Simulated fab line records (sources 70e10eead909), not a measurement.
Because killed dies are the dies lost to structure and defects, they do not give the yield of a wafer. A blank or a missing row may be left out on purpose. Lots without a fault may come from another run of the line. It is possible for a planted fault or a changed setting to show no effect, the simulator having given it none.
The tool behind it: which one? || flow nand_harc || Sampling: 13 lots, 37 wafers, 6 of 1159 route steps

WHAT THE GAUGES READ, wafer by wafer
NHARC_A_SOURCE_PLATE_THK_MEAS_09: measures by ellipsometry. Usual: thk_nm 9.7 nm, standard deviation 1.1.
{"lot": "L952", "measured": "day 7 09:08", "on": "film_metro-02", "thk_nm (nm)": "11.2 10.4 8.7", "flag": ""}
{"lot": "L954", "measured": "day 7 16:36", "on": "film_metro-02", "thk_nm (nm)": "8.7 8.5 8.9", "flag": ""}
{"lot": "L956", "measured": "day 7 16:36", "on": "film_metro-02", "thk_nm (nm)": "10.6 10.5 9.4", "flag": ""}
{"lot": "L959", "measured": "day 8 18:14", "on": "film_metro-01", "thk_nm (nm)": "10.0 10.2", "flag": ""}
{"lot": "L962", "measured": "day 9 07:30", "on": "film_metro-02", "thk_nm (nm)": "9.9 9.1 8.5", "flag": ""}
{"lot": "L964", "measured": "day 10 04:20", "on": "film_metro-02", "thk_nm (nm)": "8.7 9.6", "flag": ""}
{"lot": "L966", "measured": "day 10 04:19", "on": "film_metro-02", "thk_nm (nm)": "9.5 8.0 11.0", "flag": ""}
{"lot": "L968", "measured": "day 10 21:17", "on": "film_metro-02", "thk_nm (nm)": "10.4 9.9 9.4", "flag": ""}
{"lot": "L970", "measured": "day 11 05:12", "on": "film_metro-01", "thk_nm (nm)": "10.0 9.9 11.0", "flag": ""}
{"lot": "L971", "measured": "day 11 16:52", "on": "film_metro-02", "thk_nm (nm)": "9.3 7.7 8.5", "flag": ""}
{"lot": "L972", "measured": "day 11 22:22", "on": "film_metro-01", "thk_nm (nm)": "9.8 9.5 9.9", "flag": ""}
{"lot": "L974", "measured": "day 12 04:13", "on": "film_metro-02", "thk_nm (nm)": "11.2 9.4 10.0", "flag": ""}
{"lot": "L975", "measured": "day 12 15:08", "on": "film_metro-02", "thk_nm (nm)": "6.9 10.0 9.3", "flag": ""}

NHARC_A_ONON_D1_THK_MEAS_05: measures by ellipsometry. Usual: thk_nm 1002 nm, standard deviation 11.
{"lot": "L952", "measured": "day 7 23:25", "on": "film_metro-02", "thk_nm (nm)": "989 989 991", "flag": ""}
{"lot": "L954", "measured": "day 8 07:04", "on": "film_metro-01", "thk_nm (nm)": "992 990 991", "flag": ""}
{"lot": "L956", "measured": "day 8 07:02", "on": "film_metro-02", "thk_nm (nm)": "1017 1018 1018", "flag": ""}
{"lot": "L959", "measured": "day 9 09:35", "on": "film_metro-01", "thk_nm (nm)": "998 695", "flag": "OFF"}
{"lot": "L962", "measured": "day 9 19:23", "on": "film_metro-02", "thk_nm (nm)": "1008 1008 704", "flag": "OFF"}
{"lot": "L964", "measured": "day 10 18:59", "on": "film_metro-01", "thk_nm (nm)": "1010 705", "flag": "OFF"}
{"lot": "L966", "measured": "day 10 18:38", "on": "film_metro-01", "thk_nm (nm)": "996 996 997", "flag": ""}
{"lot": "L968", "measured": "day 11 12:46", "on": "film_metro-01", "thk_nm (nm)": "1017 1021 1019", "flag": ""}
{"lot": "L970", "measured": "day 11 20:32", "on": "film_metro-02", "thk_nm (nm)": "995 994 994", "flag": ""}
{"lot": "L971", "measured": "day 12 08:58", "on": "film_metro-01", "thk_nm (nm)": "978 978 978", "flag": ""}
{"lot": "L972", "measured": "day 12 12:43", "on": "film_metro-01", "thk_nm (nm)": "1004 1003 1005", "flag": ""}
{"lot": "L974", "measured": "day 12 19:55", "on": "film_metro-02", "thk_nm (nm)": "1004 1006 1005", "flag": ""}
{"lot": "L975", "measured": "day 13 05:11", "on": "film_metro-02", "thk_nm (nm)": "990 989 991", "flag": ""}

NHARC_END_SORT_01. Usual: killed_at_array 26, standard deviation 9.1; killed_at_other 0.7, standard deviation 0.9; killed_at_periphery 3.6, standard deviation 2.8; killed_dies 30, standard deviation 9.2; killed_open 3.0, standard deviation 1.9; killed_short 2.0, standard deviation 1.4.
{"lot": "L959", "measured": "day 21 01:43", "on": "prober-02", "killed_at_array": "23 673", "killed_at_other": "1 3", "killed_at_periphery": "2 1", "killed_dies": "26 677", "killed_open": "4 3", "killed_short": "3 0", "flag": "OFF"}
{"lot": "L962", "measured": "day 21 11:52", "on": "prober-01", "killed_at_array": "26 26 673", "killed_at_other": "1 0 1", "killed_at_periphery": "4 1 3", "killed_dies": "31 27 677", "killed_open": "8 3 3", "killed_short": "0 2 2", "flag": "OFF"}
{"lot": "L964", "measured": "day 22 22:05", "on": "prober-01", "killed_at_array": "18 672", "killed_at_other": "0 0", "killed_at_periphery": "0 5", "killed_dies": "18 677", "killed_open": "3 4", "killed_short": "1 2", "flag": "OFF"}

TOOL THAT RAN EACH LOT (tool first, then ch and the chambers of the sampled wafers, then the start)
{"lot": "L952", "NHARC_P_BONDPAD_ANNEAL_28": "rtp_anneal-02 ch 0, day 6 21:32", "NHARC_A_ZERO_WELL_ETCH_19": "rie_diel-13 ch 0,2,3, day 7 00:19", "NHARC_A_ONON_D1_DEP_03": "pecvd_onon-02 ch 0, day 7 22:55"}
{"lot": "L954", "NHARC_P_BONDPAD_ANNEAL_28": "rtp_anneal-02 ch 0, day 7 04:44", "NHARC_A_ZERO_WELL_ETCH_19": "rie_diel-04 ch 0,1,3, day 7 08:01", "NHARC_A_ONON_D1_DEP_03": "pecvd_onon-01 ch 0, day 8 06:37"}
{"lot": "L956", "NHARC_P_BONDPAD_ANNEAL_28": "rtp_anneal-02 ch 0, day 7 06:58", "NHARC_A_ZERO_WELL_ETCH_19": "rie_diel-04 ch 1,2,3, day 7 09:16", "NHARC_A_ONON_D1_DEP_03": "pecvd_onon-02 ch 0, day 8 06:35"}
{"lot": "L959", "NHARC_P_BONDPAD_ANNEAL_28": "rtp_anneal-02 ch 0, day 8 07:10", "NHARC_A_ZERO_WELL_ETCH_19": "rie_diel-07 ch 1,3, day 8 09:36", "NHARC_A_ONON_D1_DEP_03": "pecvd_onon-02 ch 0, day 9 09:04"}
{"lot": "L962", "NHARC_P_BONDPAD_ANNEAL_28": "rtp_anneal-01 ch 0, day 8 20:06", "NHARC_A_ZERO_WELL_ETCH_19": "rie_diel-13 ch 1,2, day 8 22:23", "NHARC_A_ONON_D1_DEP_03": "pecvd_onon-02 ch 0, day 9 19:02"}
{"lot": "L964", "NHARC_P_BONDPAD_ANNEAL_28": "rtp_anneal-01 ch 0, day 9 17:09", "NHARC_A_ZERO_WELL_ETCH_19": "rie_diel-04 ch 2, day 9 19:35", "NHARC_A_ONON_D1_DEP_03": "pecvd_onon-02 ch 0, day 10 18:28"}
{"lot": "L966", "NHARC_P_BONDPAD_ANNEAL_28": "rtp_anneal-01 ch 0, day 9 19:53", "NHARC_A_ZERO_WELL_ETCH_19": "rie_diel-04 ch 2,3, day 9 22:18", "NHARC_A_ONON_D1_DEP_03": "pecvd_onon-01 ch 0, day 10 18:07"}
{"lot": "L968", "NHARC_P_BONDPAD_ANNEAL_28": "rtp_anneal-02 ch 0, day 10 10:35", "NHARC_A_ZERO_WELL_ETCH_19": "rie_diel-04 ch 0,1,2, day 10 13:01", "NHARC_A_ONON_D1_DEP_03": "pecvd_onon-01 ch 0, day 11 12:15"}
{"lot": "L970", "NHARC_P_BONDPAD_ANNEAL_28": "rtp_anneal-01 ch 0, day 10 20:44", "NHARC_A_ZERO_WELL_ETCH_19": "rie_diel-04 ch 0,2,3, day 10 23:11", "NHARC_A_ONON_D1_DEP_03": "pecvd_onon-03 ch 0, day 11 20:00"}
{"lot": "L971", "NHARC_P_BONDPAD_ANNEAL_28": "rtp_anneal-01 ch 0, day 11 05:42", "NHARC_A_ZERO_WELL_ETCH_19": "rie_diel-04 ch 0,2, day 11 08:10", "NHARC_A_ONON_D1_DEP_03": "pecvd_onon-01 ch 0, day 12 08:27"}
{"lot": "L972", "NHARC_P_BONDPAD_ANNEAL_28": "rtp_anneal-02 ch 0, day 11 11:13", "NHARC_A_ZERO_WELL_ETCH_19": "rie_diel-04 ch 0,1,2, day 11 13:43", "NHARC_A_ONON_D1_DEP_03": "pecvd_onon-01 ch 0, day 12 12:15"}
{"lot": "L974", "NHARC_P_BONDPAD_ANNEAL_28": "rtp_anneal-01 ch 0, day 11 17:06", "NHARC_A_ZERO_WELL_ETCH_19": "rie_diel-04 ch 0,1, day 11 19:35", "NHARC_A_ONON_D1_DEP_03": "pecvd_onon-01 ch 0, day 12 19:24"}
{"lot": "L975", "NHARC_P_BONDPAD_ANNEAL_28": "rtp_anneal-02 ch 0, day 12 04:01", "NHARC_A_ZERO_WELL_ETCH_19": "rie_diel-04 ch 2,3, day 12 06:13", "NHARC_A_ONON_D1_DEP_03": "pecvd_onon-03 ch 0, day 13 04:47"}
- NHARC_P_BONDPAD_ANNEAL_28: time 90 s.
- NHARC_A_ZERO_WELL_ETCH_19: etches the open film in N2/H2, target depth 80 nm, overetch 24 nm, time 87.88 s.
- NHARC_A_ONON_D1_DEP_03: target thk 1000 nm.

AS READ BY THE TOOLS THEMSELVES (means over the sampled wafers that have a number; for cases with no such wafer, the mark the record gives instead)
NHARC_P_BONDPAD_ANNEAL_28. Usual: wafer_temp_C_max 225.81, standard deviation 0.2.
{"lot": "L952", "tool": "rtp_anneal-02", "wafer_temp_C_max": 225.71, "flag": ""}
{"lot": "L954", "tool": "rtp_anneal-02", "wafer_temp_C_max": 225.67, "flag": ""}
{"lot": "L956", "tool": "rtp_anneal-02", "wafer_temp_C_max": 225.81, "flag": ""}
{"lot": "L959", "tool": "rtp_anneal-02", "wafer_temp_C_max": 226.04, "flag": ""}
{"lot": "L962", "tool": "rtp_anneal-01", "wafer_temp_C_max": 225.75, "flag": ""}
{"lot": "L964", "tool": "rtp_anneal-01", "wafer_temp_C_max": 225.84, "flag": ""}
{"lot": "L966", "tool": "rtp_anneal-01", "wafer_temp_C_max": 226.09, "flag": ""}
{"lot": "L968", "tool": "rtp_anneal-02", "wafer_temp_C_max": 225.86, "flag": ""}
{"lot": "L970", "tool": "rtp_anneal-01", "wafer_temp_C_max": 225.75, "flag": ""}
{"lot": "L971", "tool": "rtp_anneal-01", "wafer_temp_C_max": 225.91, "flag": ""}
{"lot": "L972", "tool": "rtp_anneal-02", "wafer_temp_C_max": 225.80, "flag": ""}
{"lot": "L974", "tool": "rtp_anneal-01", "wafer_temp_C_max": 225.92, "flag": ""}
{"lot": "L975", "tool": "rtp_anneal-02", "wafer_temp_C_max": 225.85, "flag": ""}

NHARC_A_ZERO_WELL_ETCH_19. Usual: chamber_pressure_mTorr 30.000 mTorr, standard deviation 0.025; drypump_motor_current_A 5.65 A, standard deviation 0.22; oes_product_au 0.993 a.u., standard deviation 0.011; rf_vpp_V 430.8 V, standard deviation 2.7; showerhead_plenum_p_Torr 2.05 Torr, standard deviation 0.099; throttle_valve_pct 14.171 %, standard deviation 0.0094.
{"lot": "L952", "tool": "rie_diel-13", "chamber_pressure_mTorr (mTorr)": 30.006, "drypump_motor_current_A (A)": 5.75, "oes_product_au (a.u.)": 0.989, "rf_vpp_V (V)": 431.8, "showerhead_plenum_p_Torr (Torr)": 2.08, "throttle_valve_pct (%)": 14.173, "flag": ""}
{"lot": "L954", "tool": "rie_diel-04", "chamber_pressure_mTorr (mTorr)": 29.975, "drypump_motor_current_A (A)": 5.68, "oes_product_au (a.u.)": 0.992, "rf_vpp_V (V)": 431.4, "showerhead_plenum_p_Torr (Torr)": 2.07, "throttle_valve_pct (%)": 14.175, "flag": ""}
{"lot": "L956", "tool": "rie_diel-04", "chamber_pressure_mTorr (mTorr)": 30.018, "drypump_motor_current_A (A)": 5.55, "oes_product_au (a.u.)": 0.994, "rf_vpp_V (V)": 430.9, "showerhead_plenum_p_Torr (Torr)": 2.03, "throttle_valve_pct (%)": 14.170, "flag": ""}
{"lot": "L959", "tool": "rie_diel-07", "chamber_pressure_mTorr (mTorr)": 29.989, "drypump_motor_current_A (A)": 5.67, "oes_product_au (a.u.)": 1.011, "rf_vpp_V (V)": 431.9, "showerhead_plenum_p_Torr (Torr)": 2.09, "throttle_valve_pct (%)": 14.180, "flag": ""}
{"lot": "L962", "tool": "rie_diel-13", "chamber_pressure_mTorr (mTorr)": 29.996, "drypump_motor_current_A (A)": 5.46, "oes_product_au (a.u.)": 0.985, "rf_vpp_V (V)": 432.1, "showerhead_plenum_p_Torr (Torr)": 2.09, "throttle_valve_pct (%)": 14.177, "flag": ""}
{"lot": "L964", "tool": "rie_diel-04", "chamber_pressure_mTorr (mTorr)": 29.967, "drypump_motor_current_A (A)": 5.25, "oes_product_au (a.u.)": 0.985, "rf_vpp_V (V)": 430.6, "showerhead_plenum_p_Torr (Torr)": 2.02, "throttle_valve_pct (%)": 14.168, "flag": ""}
{"lot": "L966", "tool": "rie_diel-04", "chamber_pressure_mTorr (mTorr)": 29.997, "drypump_motor_current_A (A)": 5.54, "oes_product_au (a.u.)": 0.996, "rf_vpp_V (V)": 432.8, "showerhead_plenum_p_Torr (Torr)": 2.13, "throttle_valve_pct (%)": 14.175, "flag": ""}
{"lot": "L968", "tool": "rie_diel-04", "chamber_pressure_mTorr (mTorr)": 30.006, "drypump_motor_current_A (A)": 5.53, "oes_product_au (a.u.)": 0.992, "rf_vpp_V (V)": 430.3, "showerhead_plenum_p_Torr (Torr)": 2.02, "throttle_valve_pct (%)": 14.179, "flag": ""}
{"lot": "L970", "tool": "rie_diel-04", "chamber_pressure_mTorr (mTorr)": 29.991, "drypump_motor_current_A (A)": 5.54, "oes_product_au (a.u.)": 0.998, "rf_vpp_V (V)": 432.2, "showerhead_plenum_p_Torr (Torr)": 2.11, "throttle_valve_pct (%)": 14.172, "flag": ""}
{"lot": "L971", "tool": "rie_diel-04", "chamber_pressure_mTorr (mTorr)": 30.028, "drypump_motor_current_A (A)": 5.51, "oes_product_au (a.u.)": 0.997, "rf_vpp_V (V)": 431.9, "showerhead_plenum_p_Torr (Torr)": 2.10, "throttle_valve_pct (%)": 14.177, "flag": ""}
{"lot": "L972", "tool": "rie_diel-04", "chamber_pressure_mTorr (mTorr)": 29.993, "drypump_motor_current_A (A)": 5.54, "oes_product_au (a.u.)": 0.990, "rf_vpp_V (V)": 430.8, "showerhead_plenum_p_Torr (Torr)": 2.02, "throttle_valve_pct (%)": 14.177, "flag": ""}
{"lot": "L974", "tool": "rie_diel-04", "chamber_pressure_mTorr (mTorr)": 30.027, "drypump_motor_current_A (A)": 5.65, "oes_product_au (a.u.)": 0.983, "rf_vpp_V (V)": 431.0, "showerhead_plenum_p_Torr (Torr)": 2.06, "throttle_valve_pct (%)": 14.179, "flag": ""}
{"lot": "L975", "tool": "rie_diel-04", "chamber_pressure_mTorr (mTorr)": 30.024, "drypump_motor_current_A (A)": 5.54, "oes_product_au (a.u.)": 0.998, "rf_vpp_V (V)": 432.6, "showerhead_plenum_p_Torr (Torr)": 2.12, "throttle_valve_pct (%)": 14.158, "flag": ""}

THE ANSWER, worked out from the rows above alone
Rule: lot off if the mean of its wafers having a number is beyond 3 standard deviations from the usual mean. Also off: a lot with no number at a reading for which 4 or more lots have one. Where the step has rows for the other lots, those lots are counted as sound. Order of review: gauges by route order, followed by the tools' own readings, for which a lot's mean as printed above is used. At the first step where some lot is off, the reading lying furthest off is the one used; lots without a number count as furthest.
Off, at NHARC_A_ONON_D1_THK_MEAS_05 on thk_nm: L959, L962, L964.
If a tool, at a process step before that reading, ran all the lots that are off and no sound lot after the first of them, it fits. Not tried: the gauges at NHARC_A_ONON_D1_THK_MEAS_05; whatever is off there is also off at NHARC_END_SORT_01, on other tools, and gauge error can't account for it. One fits: pecvd_onon-02 at NHARC_A_ONON_D1_DEP_03. Its last sound lot is L956 (day 8 06:35), its first lot that is off L959 (day 9 09:04): a fault that began between those two fits.

WHAT THE SIMULATOR HAD PUT IN
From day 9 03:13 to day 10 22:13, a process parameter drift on pecvd_onon-02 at NHARC_A_ONON_D1_DEP_03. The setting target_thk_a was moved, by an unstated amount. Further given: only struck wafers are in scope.
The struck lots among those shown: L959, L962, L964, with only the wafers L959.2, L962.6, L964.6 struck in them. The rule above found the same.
